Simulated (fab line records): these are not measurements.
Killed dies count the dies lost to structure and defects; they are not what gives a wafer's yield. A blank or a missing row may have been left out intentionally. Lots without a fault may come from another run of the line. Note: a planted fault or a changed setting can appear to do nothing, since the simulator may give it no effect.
fab line records | flow n5-finfet
[record] lots = 11 wafers = 31 last-day = 17
route steps=1938 shown BEOL_M13@1692
lots untouched by any fault: they come from a run of this same line in which no faults occurred
start-h: hours from the record's opening day to when the first of the lot's shown wafers began | wait-h: hours since the lot's step before | " identical to the entry in the row above | L1.1+2: one row covering several wafers at once | - value missing, or start not given | * or withheld: withheld | < > ~ a bound
route shown NAME@n: names a module that has steps shown in the file, with the first one's number in the route | usual: mean/standard deviation taken from wafers without a fault | same: alike in all rows | chamber/n: place in a boat | sites: per-site readings | _std_site: the standard deviation of these | _edge_site: mean of outer sites minus mean of inner sites | radius-mm: for every site, how far away it sits from the centre of the wafer | mask NAME#n: copy n | behind: tool/chamber where the wafer was last shaped | hold: reason for holding the lot/hours on hold/outcome of the hold | device: transistor that didn't switch, given as n, p or np | end of line: the same wafers' tests at the end of the route | where a step has no rows: the recipe by itself | killed: at the first sort, the dies lost to defects and structure; wafer yield is something else | map: per-die view of a wafer (x killed, . not killed, _ where there is no die)
set.NAME: the run value of the setting; set.NAME@STEP: its run value at that earlier step | model.NAME: the simulator's own value behind a step, which no gauge read
steps of the route over a sample of lots; a table a step, a row a wafer
services: a tool's chamber out of use, with start hour (start-h, from the record's first day; less than 0 if before it), hours out, and reason
[[steps]]
[step N5_BEOL_M13_DESCUM_33]
[recipe] chemistry = O2 time-s = 7.9 source-power-w = 50 bias-power-w = 20 pressure-mtorr = 20 rf-frequency-hz = 2.712e+07 temp-c = 40 o2-flow-sccm = 225
[usual] drypump-motor-current-A = 5.9/0.44 oes-product-au = 0.80/0.073 rf-fwd-power-W = 49.33/0.21 rf-vpp-V = 243.4/1.4 showerhead-plenum-p-Torr = 2.11/0.08 throttle-valve-pct = 20.39/0.2
// columns lot.wafer tool chamber start-h wait-h drypump-motor-current-A oes-product-au rf-fwd-power-W rf-hours-counter-h rf-vpp-V showerhead-plenum-p-Torr throttle-valve-pct
L956.2 rie-diel-02 1 244.99 0.3 6.2 0.73 49.42 174 243.8 2.17 20.13
L956.3 " 3 " " 5.6 0.91 49.51 32 244.7 2.23 20.31
L956.5 " 0 " " 6.0 0.81 49.48 - 244.3 2.20 20.14
L958.2 rie-diel-02 2 245.66 0.3 6.2 0.73 49.13 208 241.7 1.98 20.77
L958.4 " 0 " " 6.0 0.81 49.36 93 244.5 2.20 20.13
L958.5 " 1 " " 6.2 0.72 49.26 - 245.2 2.17 20.14
L957.2 rie-diel-03 3 248.01 0.0 5.3 0.92 49.32 15 242.2 2.05 20.39
L957.4 " 2 " " 5.3 0.74 49.12 168 241.6 2.00 20.55
L957.6 " 2 " " 5.3 0.74 49.37 - 242.6 2.00 20.55
L960.1 rie-diel-02 0 261.40 0.0 6.0 0.80 49.51 98 244.6 2.20 20.16
L960.2 " 2 " " 6.2 0.73 49.24 213 241.6 1.98 20.77
L960.6 " 0 " " 6.0 0.81 49.77 - 244.9 2.20 20.15
L961.1 rie-diel-02 1 272.29 1.1 6.2 0.71 49.67 182 245.2 2.17 20.13
L961.2 " 2 " " 6.2 0.72 49.05 216 242.4 1.98 20.77
L961.5 " 0 " " 6.0 0.80 49.68 - 243.6 2.20 20.16
L971.2 rie-diel-03 1 317.03 0.2 5.9 0.70 49.06 208 245.0 2.16 20.71
L971.5 " 0 " " 6.6 0.84 49.36 - 241.8 2.03 20.38
L969.2 rie-diel-06 0 320.88 0.0 6.0 0.92 49.49 22 242.8 2.05 20.28
L969.6 " 3 " " 5.8 0.79 49.28 - 245.9 2.19 20.23
L972.1 rie-diel-03 2 338.95 0.4 5.3 0.72 49.34 189 241.4 2.00 20.58
L972.3 " 3 " " 5.3 0.87 49.21 38 242.1 2.04 20.44
L972.6 " 0 " " 6.6 0.83 49.28 - 242.6 2.03 20.38
L973.3 rie-diel-03 1 341.80 0.0 5.9 0.70 49.17 211 244.4 2.16 20.73
L973.5 " 3 " " 5.4 0.87 49.32 - 242.4 2.04 20.44
L973.6 " 0 " " 6.7 0.83 49.14 - 242.1 2.03 20.38
L975.1 rie-diel-06 1 346.06 0.4 6.1 0.84 49.57 70 242.5 2.12 20.15
L975.5 " 3 " " 5.8 0.77 49.09 - 244.7 2.19 20.25
L975.6 " 2 " " 5.2 0.81 49.01 - 243.4 2.12 20.47
L978.2 rie-diel-03 3 380.28 0.2 5.4 0.85 49.67 51 242.8 2.04 20.46
L978.3 " 2 " " 5.3 0.70 49.19 203 242.7 1.99 20.59
L978.5 " 3 " " 5.4 0.86 49.33 - 242.2 2.04 20.46
[step N5_BEOL_M13_OCD_MEAS_35]
[usual] trench-depth-nm = 414/6.3
// columns lot.wafer tool chamber start-h wait-h trench-depth-nm
L956.2 ocd-01 - 245.57 0.0 409
L956.3 " - " " 423
L956.5 " - " " 413
L958.2 ocd-02 - 246.24 0.0 409
L958.4 " - " " 412
L958.5 " - " " 408
L957.2 ocd-02 - 248.59 0.0 419
L957.4 " - " " 407
L957.6 " - " " 407
L960.1 ocd-02 - 261.97 0.0 416
L960.2 " - " " 412
L960.6 " - " " 418
L961.1 ocd-01 - 272.87 0.0 415
L961.2 " - " " 413
L961.5 " - " " 420
L971.2 ocd-01 - 317.61 0.0 406
L971.5 " - " " 416
L969.2 ocd-01 - 321.46 0.0 425
L969.6 " - " " 408
L972.1 ocd-02 - 339.53 0.0 408
L972.3 " - " " 418
L972.6 " - " " 421
L973.3 ocd-01 - 342.38 0.0 411
L973.5 " - " " 421
L973.6 " - " " 420
L975.1 ocd-01 - 346.64 0.0 417
L975.5 " - " " 410
L975.6 " - " " 411
L978.2 ocd-01 - 380.86 0.0 420
L978.3 " - " " 406
L978.5 " - " " 416
[step N5_BEOL_M13_STRIP_37]
[recipe] chemistry = N2/H2 power-w = 1000 temp-c = 250 h2-frac = 0.65 overash-fraction = 0.3 pressure-mtorr = withheld n2-flow-sccm = 1750 h2-flow-sccm = 3250
[usual] drypump-motor-current-A = 6.1/0.31 h2-flow-sccm = 3251/9.3 heater-power-w = 314/17 oes-product-au = 0.784/0.01
// columns lot.wafer tool chamber start-h wait-h drypump-motor-current-A h2-flow-sccm heater-power-w oes-product-au rf-hours-counter-h
L956.2 plasma-asher-02 1 245.61 0.0 6.4 3256 319 0.777 122
L956.3 " 1 " " 6.4 3262 326 0.790 -
L956.5 " 1 " " 6.5 3262 321 0.767 -
L958.2 plasma-asher-02 1 246.27 0.0 6.5 3243 321 0.790 122
L958.4 " 1 " " 6.4 3255 321 0.774 -
L958.5 " 1 " " 6.5 3233 326 0.772 -
L957.2 plasma-asher-01 1 248.63 0.0 5.9 3250 290 0.779 72
L957.4 " 0 " " 5.7 3252 318 0.778 -
L957.6 " 1 " " 5.9 3237 284 0.764 -
L960.1 plasma-asher-02 0 262.01 0.0 6.4 3255 332 0.775 126
L960.2 " 1 " " 6.5 3238 325 0.789 126
L960.6 " 0 " " 6.4 3266 330 0.788 -
L961.1 plasma-asher-02 0 272.90 0.0 6.4 3262 333 0.785 128
L961.2 " 1 " " 6.5 3262 327 0.784 128
L961.5 " 1 " " 6.5 3255 320 0.773 -
L971.2 plasma-asher-02 0 317.69 0.1 6.4 3244 332 0.795 137
L971.5 " 1 " " 6.5 3260 326 0.797 -
L969.2 plasma-asher-01 0 321.49 0.0 5.8 3247 320 0.781 86
L969.6 " 1 " " 5.9 3253 290 0.797 -
L972.1 plasma-asher-01 0 339.57 0.0 5.8 3224 321 0.782 89
L972.3 " 1 " " 5.9 3253 288 0.777 -
L972.6 " 0 " " 5.8 3245 317 0.781 -
L973.3 plasma-asher-02 1 342.44 0.1 6.4 3248 325 0.788 -
L973.5 " 1 " " 6.5 3259 321 0.791 -
L973.6 " 0 " " 6.4 3254 327 0.791 -
L975.1 plasma-asher-01 0 346.68 0.0 5.8 3254 320 0.777 92
L975.5 " 1 " " 5.9 3254 282 0.777 -
L975.6 " 0 " " 5.8 3259 317 0.811 -
L978.2 plasma-asher-02 1 380.90 0.0 6.5 3265 319 0.790 148
L978.3 " 1 " " 6.5 3238 322 0.771 -
L978.5 " 0 " " 6.4 3262 322 0.806 -
[step N5_BEOL_M13_SPUTTER_44]
[recipe] material = Ta target-thk-a = 100 temp-c = 50 bias-v = 80 power-w = 15000 chamber-pressure-pa = 0.07 time-s = 16.13
[usual] throttle-valve-pct = 29.9/1.2
// columns lot.wafer tool chamber start-h wait-h throttle-valve-pct
L956.2 pvd-sputter-02 - 246.47 0.0 30.6
L956.3 " - " " 31.0
L956.5 " - " " 29.3
L958.2 pvd-sputter-03 - 248.18 0.0 31.1
L958.4 " - " " 31.2
L958.5 " - " " 31.0
L957.2 pvd-sputter-02 - 249.09 0.0 29.3
L957.4 " - " " 30.6
L957.6 " - " " 30.7
L960.1 pvd-sputter-01 - 262.59 0.0 26.7
L960.2 " - " " 30.5
L960.6 " - " " 30.4
L961.1 pvd-sputter-01 - 274.68 0.0 30.0
L961.2 " - " " 27.8
L961.5 " - " " 30.4
L971.2 pvd-sputter-02 - 322.62 0.0 29.2
L971.5 " - " " 30.8
L969.2 pvd-sputter-02 - 323.54 0.0 30.5
L969.6 " - " " 30.5
L972.1 pvd-sputter-03 - 340.00 0.0 31.2
L972.3 " - " " 30.5
L972.6 " - " " 31.2
L973.3 pvd-sputter-01 - 343.21 0.0 30.7
L973.5 " - " " 30.5
L973.6 " - " " 26.6
L975.1 pvd-sputter-01 - 351.50 0.0 30.4
L975.5 " - " " 27.7
L975.6 " - " " 26.5
L978.2 pvd-sputter-02 - 381.73 0.0 29.3
L978.3 " - " " 30.9
L978.5 " - " " 29.3
[step N5_BEOL_M13_CMP_49]
[recipe] stop-on = SiOC t-overpolish-s = 17.1 down-force-psi = 1 platen-rpm = 50 clearing-platen-down-force-psi = 1.5 clearing-platen-rpm = 50 post-cmp-clean = cu-alkaline target-thk-nm = 420 clearing-platen-pad-velocity-m-s = 0.99484 pad-velocity-m-s = 0.99484
[usual] barrier-field-endpoint-s = 30.2/0.67 motor-current-A = 6.3/0.52
// columns lot.wafer tool chamber start-h wait-h barrier-field-endpoint-s motor-current-A
L956.3 cmp-03 1 247.20 0.2 29.9 6.0
L956.2 " 2 " " 29.6 6.2
L956.5 " 0 " " 29.3 5.9
L958.4 cmp-02 1 248.87 0.2 31.6 6.1
L958.2 " 2 " " 31.1 5.6
L958.5 " 1 " " 30.6 6.3
L957.4 cmp-03 3 249.74 0.1 30.8 6.4
L957.2 " 0 " " 31.5 6.0
L957.6 " 3 " " 30.4 6.7
L960.2 cmp-01 3 265.69 0.3 29.8 5.6
L960.1 " 0 " " 30.3 6.4
L960.6 " 1 " " 29.7 7.8
L961.2 cmp-02 3 275.33 0.2 30.8 6.4
L961.1 " 2 " " 30.8 5.5
L961.5 " 0 " " 30.3 6.4
L971.2 cmp-02 0 324.54 0.3 27.1 6.4
L971.5 " 3 " " 30.3 6.2
L969.2 cmp-02 0 324.83 0.3 27.8 6.3
L969.6 " 3 " " 28.4 6.1
L972.3 cmp-02 0 340.68 0.2 30.0 6.8
L972.1 " 2 " " 29.7 5.3
L972.6 " 0 " " 30.3 6.6
L973.3 cmp-03 0 344.21 0.2 30.0 5.9
L973.5 " 2 " " 29.6 6.0
L973.6 " 3 " " 30.6 6.5
L975.1 cmp-03 3 352.23 0.3 31.1 6.4
L975.6 " 1 " " 30.6 5.8
L975.5 " 2 " " 30.4 6.2
L978.3 cmp-01 3 382.61 0.3 29.7 5.6
L978.2 " 1 " " 30.1 8.3
L978.5 " 0 " " 30.5 6.7
[[services]]
// columns tool chamber start-h hours kind
rie-diel-02 2 223.76 6.1 repair
cmp-02 - 227.66 5.5 pm
cmp-01 - 227.77 4.0 pm
rie-diel-02 2 237.18 4.4 repair
cmp-03 - 238.32 4.0 pm
rie-diel-06 2 241.17 1.2 repair
cmp-01 - 250.96 2.1 repair
rie-diel-06 3 259.63 4.8 repair
cmp-01 - 284.67 1.1 repair
rie-diel-06 - 298.79 0.8 repair
cmp-03 - 305.80 0.5 repair
cmp-01 - 321.16 13.0 pm
rie-diel-03 - 323.93 14.6 pm
cmp-02 - 326.03 4.7 repair
cmp-02 - 333.06 0.6 repair
pvd-sputter-03 - 335.59 1.7 repair
cmp-01 - 341.23 9.6 repair
rie-diel-02 - 343.94 2.8 pm
cmp-01 - 353.04 0.5 repair
cmp-01 - 353.54 3.4 pm
rie-diel-02 0 369.71 4.9 repair
cmp-01 - 373.05 8.8 repair
rie-diel-02 - 375.07 4.3 pm
cmp-03 - 380.87 5.2 pm
[[key]]
[first-sign] step = N5_BEOL_M13_CMP_49 reading = barrier-field-endpoint-s direction = down sigmas = 3.6 usual = 30.2 struck = 27.8
effect none on later readings
met-at N5_BEOL_M13_SPUTTER_44
struck-lots L969,L971
struck-wafers L969.2,L969.6,L971.2
not-acting-at N5_BEOL_M13_DESCUM_33,N5_BEOL_M13_OCD_MEAS_35,N5_BEOL_M13_STRIP_37
onset-between 249.09 322.62
[fault] kind = process-parameter-drift tool = pvd-sputter-02 chamber = - onset-h = 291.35 steps = N5_BEOL_M13_SPUTTER_44 channel = time-s offset = * shape = step end-h = 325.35 scope = struck-wafers-only acts-in = * stated = *
